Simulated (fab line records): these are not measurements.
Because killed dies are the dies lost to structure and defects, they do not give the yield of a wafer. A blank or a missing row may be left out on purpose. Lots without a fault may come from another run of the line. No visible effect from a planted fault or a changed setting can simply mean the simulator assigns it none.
A struck lot beside a sound one -- flow n5_finfet -- 20 out of 1938 route steps
Sound: wafers L556.1, L556.4, L556.6. Struck: wafers L565.2, L565.5 (left out: L565.6, a lot-mate that was not struck); the cause follows at the end.
Order at every step that has rows: each side's tool, ch and its chambers, its first start. Under that, the readings that differ: sound wafers -- struck wafers -- difference of the means -- sigmas: that difference in standard deviations of wafers without a fault.
alike: same words and numbers on both sides, and readings whose means sit less than 2 such deviations apart. not compared: any withheld reading, any reading some wafer has no value for, any bound like >300 that may hide the same value, and any number with overlapping values for which the record gives no deviation.
The two part at a step that has a row with sigmas, a row that says differs or no value, or rows on one side only. When numbers do not overlap yet have no deviation, they are printed without sigmas and do not part them. A reading that every wafer of one side lacks parts them only if that side has two wafers or more.

first, 9 steps without rows for these wafers: N5_FIN_SAQP_EBR_12; N5_FIN_SAQP_SOFTBAKE_11 (time 60 s); N5_FIN_SAQP_EXPOSE_13 (exposes mask FIN CORE, target cd 35.6 nm); N5_FIN_SAQP_PEB_14 (peb time 60 s); N5_FIN_SAQP_DEVELOP_15 (develop time 30 s); N5_FIN_SAQP_DESCUM_21 (chemistry O2, time 7.9 s); N5_FIN_SAQP_ETCH_51 (etches SiARC in CF4, target depth 45.5 nm, time 75.8 s); N5_FIN_SAQP_ETCH_52 (etches SOC in N2/H2, target depth 100 nm, overetch 20 nm, time 150 s); N5_FIN_SAQP_STRIP_53 (strips in N2/H2).
N5_FIN_SAQP_HM_OPEN_73: chemistry CHF3/O2, target SiO2, stops on a-Si, target depth 12 nm, time 16.8 s.
  sound on rie_diel-05 ch 0,1, day 3 10:19; struck on rie_diel-05 ch 3, day 5 17:01
reading,sound,struck,difference,sigmas
over_etch_frac,1.8 1.8 1.8,3.4501 3.4501,+1.6501,
model.SOC_of_FIN_SAQP_COAT_49.thk_nm (nm),99.86 99.45 99.55,92.87 92.86,-6.75,
model.SiARC_of_FIN_SAQP_COAT_50.thk_nm (nm),4.92 5.528 4.923,0 0,-5,
model.a-Si_of_FIN_SAQP_PECVD_06.thk_nm (nm),58.81 60.09 59.04,55.8 57.11,-2.9,
  alike: drypump_motor_current_A, oes_f_703_au, oes_product_au, rf_vpp_V, showerhead_plenum_p_Torr, throttle_valve_pct
  not compared: rf_hours_counter_h
then, 1 step without rows for these wafers: N5_FIN_SAQP_STRIP_74 (strips in CHF3/O2).
N5_FIN_SAQP_MANDREL_ETCH_22: etches a-Si in HBr/Cl2, stops on SiNx, target depth 60 nm, bt time 10 s, time 30 s.
  sound on rie_si-04 ch 0,1, day 3 10:24; struck on rie_si-04 ch 2, day 5 17:07
reading,sound,struck,difference,sigmas
oes_product_au (a.u.),0.771 0.770 0.762,0.708 0.723,-0.052,-3
model.SOC_of_FIN_SAQP_COAT_49.thk_nm (nm),76.01 75.8 75.96,68.79 68.73,-7.16,
model.etch.depth_nm (nm),58.81 60.09 59.04,55.8 57.11,-2.9,
  alike: drypump_motor_current_A, throttle_valve_pct
  not compared: rf_hours_counter_h
then, 5 steps without rows for these wafers: N5_FIN_SAQP_STRIP_55 (strips in N2/H2); N5_FIN_SAQP_STRIP_23 (strips in SPM, time 750 s); N5_FIN_SAQP_SRD_66 (time 30 s); N5_FIN_SAQP_RECESS_75 (chemistry HF/NH3, target SiO2, target depth 14.4 nm, afs cycles 3, sublimation time 60 s); N5_FIN_SAQP_SPACER1_ALD_24 (deposits SiO2, target thk 20.3 nm, pulse time 1 s, purge time 2 s).
N5_FIN_SAQP_SPACER1_ETCHBACK_25: etches SiO2 in CHF3/O2, target depth 24.4 nm, time 12.2 s.
  sound on rie_diel-05 ch 0,1,2, day 3 11:55; struck on rie_diel-01 ch 0,1, day 5 19:07
reading,sound,struck,difference,sigmas
model.a-Si_of_FIN_SAQP_PECVD_06.thk_nm (nm),58 59.2 58.2,54.8 56.2,-3.0,
  alike: drypump_motor_current_A, oes_f_703_au, oes_product_au, rf_vpp_V, showerhead_plenum_p_Torr, throttle_valve_pct
  not compared: rf_hours_counter_h
then, 1 step without rows for these wafers: N5_FIN_SAQP_MANDREL1_REMOVE_56 (chemistry HBr/Cl2/O2, target a-Si, stops on SiNx, bt time 10 s).
-- the record jumps here: 6 days lie between the struck wafers' starts before and after (it left off in module FIN_SAQP and takes up again in module BEOL_M4, whose first step shown is number 1111 of the route) --
N5_BEOL_M4_RC_MEAS_101:
  sound on prober-01 ch 0, day 9 17:49; struck on prober-02 ch 0, day 11 15:51
  alike: DIBL_N, DIBL_P, IOFF_N, IOFF_P, ION_N, ION_P, SS_N, SS_P, VT_N, VT_P

## WHERE THEY PART
Within this record, at N5_FIN_SAQP_MANDREL_ETCH_22 only. Later steps at which nothing parts them and some readings are alike: N5_FIN_SAQP_SPACER1_ETCHBACK_25, N5_BEOL_M4_RC_MEAS_101.

WHY: what the simulator had put in
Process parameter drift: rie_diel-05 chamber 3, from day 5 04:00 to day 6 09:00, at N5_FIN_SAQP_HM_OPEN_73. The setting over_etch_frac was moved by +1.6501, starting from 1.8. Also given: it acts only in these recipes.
